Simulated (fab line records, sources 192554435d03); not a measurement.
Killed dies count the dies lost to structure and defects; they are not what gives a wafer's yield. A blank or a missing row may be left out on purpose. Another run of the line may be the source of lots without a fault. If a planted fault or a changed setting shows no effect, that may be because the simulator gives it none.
A struck lot beside a sound one    flow n5-finfet    16 steps out of a route of 1938
Sound: the wafers L746.1, L746.2, L746.5. Struck: wafer L750.5. (L750.4 of the same lot was not struck and is left out.) The cause comes at the end.
For every step that has rows: the tool of each side, followed by ch and its chambers, followed by its first start. Under that, the readings that differ: sound wafers    struck wafers    difference of the means    sigmas: that difference in standard deviations of wafers without a fault.
alike: readings with means less than 2 such deviations apart, plus words and numbers identical on both sides. not compared: withheld readings, readings lacking a value on some wafer, bounds such as >300 that could conceal the same value, and numbers that have no deviation in the record and whose values overlap.
The two part at a step that has a row with sigmas, a row that says differs or no value, or rows on one side only. Non-overlapping numbers with no deviation appear without sigmas and do not part them. Lack of a reading on every wafer of one side parts them only where that side has two or more wafers.

first, 4 steps without rows for these wafers: N5_MOL_CONTACT_COAG_SOFTBAKE_79 (time 60 s); N5_MOL_CONTACT_COAG_EXPOSE_81 (exposes mask VG, defocus 0 nm); N5_MOL_CONTACT_COAG_PEB_82 (peb time 60 s); N5_MOL_CONTACT_COAG_DEVELOP_83 (develop time 30 s).
N5_MOL_CONTACT_COAG_CD_MEAS_84 targets a cd of 25.1 nm.
  sound on cd-sem-01 ch 0, day 5 21:55; struck on cd-sem-02 ch 0, day 6 19:03
  alike: cd-nm
N5_MOL_CONTACT_COAG_OVL_MEAS_85:
  sound on overlay-02 ch 0, day 5 21:56; struck on overlay-01 ch 0, day 6 19:05
reading      sound           struck  difference  sigmas
VG_OVL (nm)  -1.5 -0.7 -1.4  0.8     +2.0        +3
N5_MOL_CONTACT_COAG_INSPECT_57: inspects for defects (brightfield).
  sound on defect-inspect-02, day 5 22:00; struck on defect-inspect-02, day 6 19:08
  alike: raw-defect-count
N5_MOL_CONTACT_COAG_DESCUM_88: chemistry O2, time 7 s.
  sound on rie-diel-02 ch 1,2, day 5 22:02; struck on rie-diel-02 ch 0, day 6 19:31
  alike: drypump-motor-current-A, oes-product-au, rf-vpp-V, showerhead-plenum-p-Torr, throttle-valve-pct
  not compared: rf-hours-counter-h
N5_MOL_CONTACT_COAG_ETCH_89: etches underlayer in N2/H2, target depth 13 nm, time 10.4 s.
  sound on rie-diel-02 ch 1,2, day 5 22:04; struck on rie-diel-02 ch 0, day 6 19:33
  alike: drypump-motor-current-A, etch-rf-on-time-s, oes-product-au, rf-vpp-V, showerhead-plenum-p-Torr, throttle-valve-pct
  not compared: rf-hours-counter-h
N5_MOL_CONTACT_COAG_ETCH_90: etches SiARC in CF4, target depth 13 nm, time 21.7 s.
  sound on rie-diel-02 ch 1,2, day 5 22:05; struck on rie-diel-02 ch 0, day 6 19:34
  alike: drypump-motor-current-A, etch-rf-on-time-s, oes-product-au, rf-vpp-V, showerhead-plenum-p-Torr, throttle-valve-pct
  not compared: rf-hours-counter-h
N5_MOL_CONTACT_COAG_ALD_131: deposits SiO2, target thk 5 nm, pulse time 1 s, co reactant pulse time 1 s.
  sound on ald-sin-01 ch 0,1,2, day 5 22:10; struck on ald-sin-01 ch 2, day 6 19:39
  alike: chamber-pressure-Torr, heater-power-w, precursor-pulse-height-rel
N5_MOL_CONTACT_COAG_ETCHBACK_132: etches SiO2 in CHF3, target depth 10 nm, time 6.7 s.
  sound on rie-diel-02 ch 1,2, day 5 22:25; struck on rie-diel-02 ch 1, day 6 19:56
  alike: drypump-motor-current-A, oes-product-au, rf-vpp-V, showerhead-plenum-p-Torr, throttle-valve-pct
  not compared: rf-hours-counter-h
N5_MOL_CONTACT_COAG_ETCH_91: etches SOC in N2/H2, target depth 60 nm, overetch 21 nm, time 101.2 s.
  sound on rie-diel-02 ch 1,2, day 5 22:26; struck on rie-diel-02 ch 1, day 6 19:58
reading                                              sound        struck  difference  sigmas
model.SiARC_of_MOL_CONTACT_COAG_COAT_76.thk-nm (nm)  5.6 5.6 5.8  6.2     +0.5        
  alike: drypump-motor-current-A, oes-product-au, rf-vpp-V, showerhead-plenum-p-Torr, throttle-valve-pct
  not compared: rf-hours-counter-h
then, 1 step without rows for these wafers: N5_MOL_CONTACT_COAG_STRIP_92 (strips in N2/H2).
-- here the record skips 4 days between the struck wafers' starts before and after, leaving off in module MOL_CONTACT_COAG and picking up in module BEOL_M4 (first step shown: number 1111 of the route) --
N5_BEOL_M4_RC_MEAS_101:
  sound on prober-01 ch 0, day 9 07:15; struck on prober-01 ch 0, day 10 16:28
reading        sound           struck  difference  sigmas
SS_P (mV/dec)  72.4 73.8 72.4  74.3    +1.4        +2
  alike: DIBL_N, DIBL_P, IOFF_N, IOFF_P, ION_N, ION_P, SS_N, VT_N, VT_P
then, 1 step without rows for these wafers: N5_PASSIVATION_PROBE_49.

## WHERE THEY PART
Earliest at N5_MOL_CONTACT_COAG_OVL_MEAS_85; latest, in this record, at N5_BEOL_M4_RC_MEAS_101.

WHY: whatever the simulator had introduced
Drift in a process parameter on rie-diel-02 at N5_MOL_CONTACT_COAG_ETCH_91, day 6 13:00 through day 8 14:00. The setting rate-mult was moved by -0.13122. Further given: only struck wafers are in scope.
